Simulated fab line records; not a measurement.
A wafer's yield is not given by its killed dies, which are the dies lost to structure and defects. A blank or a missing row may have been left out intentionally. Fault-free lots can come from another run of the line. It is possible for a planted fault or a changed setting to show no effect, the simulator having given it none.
Chamber matching	flow n5Finfet	N5_BEOL_M14_ETCH_67 on rieDiel-05 has 4 sister chambers
The step etches SiARC in CF4, target depth 143 nm, time 238.3 s. 24 wafers are shown with their chamber, then 12 later ones without.

== WAFERS PAIRED WITH THEIR CHAMBERS ==
wafer	chamber	drypumpMotorCurrentA (A)	throttleValvePct (%)	showerheadPlenumPTorr (Torr)
L074.1	1	6.5	15.93	2.03
L074.2	3	5.4	16.13	2.11
L074.3	2	6.3	15.82	2.12
L074.4	0	6.4	15.12	2.09
L074.5	3	5.4	16.13	2.11
L074.6	2	6.3	15.83	2.12
L076.2	1	6.5	15.93	2.03
L076.3	3	5.4	16.13	2.11
L076.5	3	5.4	16.14	2.11
L078.1	3	5.4	16.14	2.11
L078.5	0	6.4	15.16	2.09
L078.6	2	6.2	15.84	2.11
L086.2	0	6.5	15.18	2.08
L086.4	1	6.5	15.46	2.28
L086.6	2	6.3	15.89	2.11
L084.1	2	6.2	15.89	2.11
L084.2	3	5.4	15.64	2.10
L084.4	1	6.5	15.46	2.28
L093.1	3	5.4	15.68	2.10
L093.2	1	6.5	15.49	2.27
L093.3	0	6.5	15.21	2.08
L093.4	3	5.4	15.67	2.10
L093.5	1	6.5	15.49	2.27
L093.6	0	6.5	15.19	2.08

SIGNATURES (averages over the wafers above)
reading	chamber 0	chamber 1	chamber 2	chamber 3	scatter within a chamber
drypumpMotorCurrentA	6.460	6.500	6.260	5.400	0.0346
throttleValvePct	15.1720	15.6267	15.8540	15.9575	0.187
showerheadPlenumPTorr	2.0840	2.1933	2.1140	2.1063	0.0635
Rule: for a wafer and a chamber, the distance is found by dividing, reading by reading, the gap between the wafer's reading and the chamber's mean by the reading's scatter, squaring, summing and taking the root. The wafer belongs to the nearest chamber; if the next one is less than 2 further off, it can't be placed. The scatter: take each reading less its chamber's mean, square it, sum over the shown wafers, divide by the number of wafers less the number of chambers, and take the root.

== WAFERS WITH NO CHAMBER GIVEN ==
wafer	drypumpMotorCurrentA (A)	throttleValvePct (%)	showerheadPlenumPTorr (Torr)
L092.2	5.5	15.70	2.10
L092.4	6.3	15.41	2.10
L092.6	6.3	15.41	2.10
L090.2	5.4	15.70	2.10
L090.4	6.4	15.22	2.07
L090.6	5.4	15.70	2.10
L097.1	6.5	15.53	2.26
L097.2	6.2	15.41	2.10
L097.3	6.4	15.24	2.07
L097.4	5.4	15.74	2.09
L097.5	6.2	15.43	2.10
L097.6	6.5	15.54	2.27

== WHICH CHAMBER EACH WENT THROUGH ==
wafer	from the rows above	in truth
L092.2	3	3
L092.4	2	2
L092.6	2	2
L090.2	3	3
L090.4	0	0
L090.6	3	3
L097.1	1	1
L097.2	2	2
L097.3	0	0
L097.4	3	3
L097.5	2	2
L097.6	1	1
Correct placement for 12 of the 12. From these rows, 0 cannot be placed. Placed wrongly: 0.
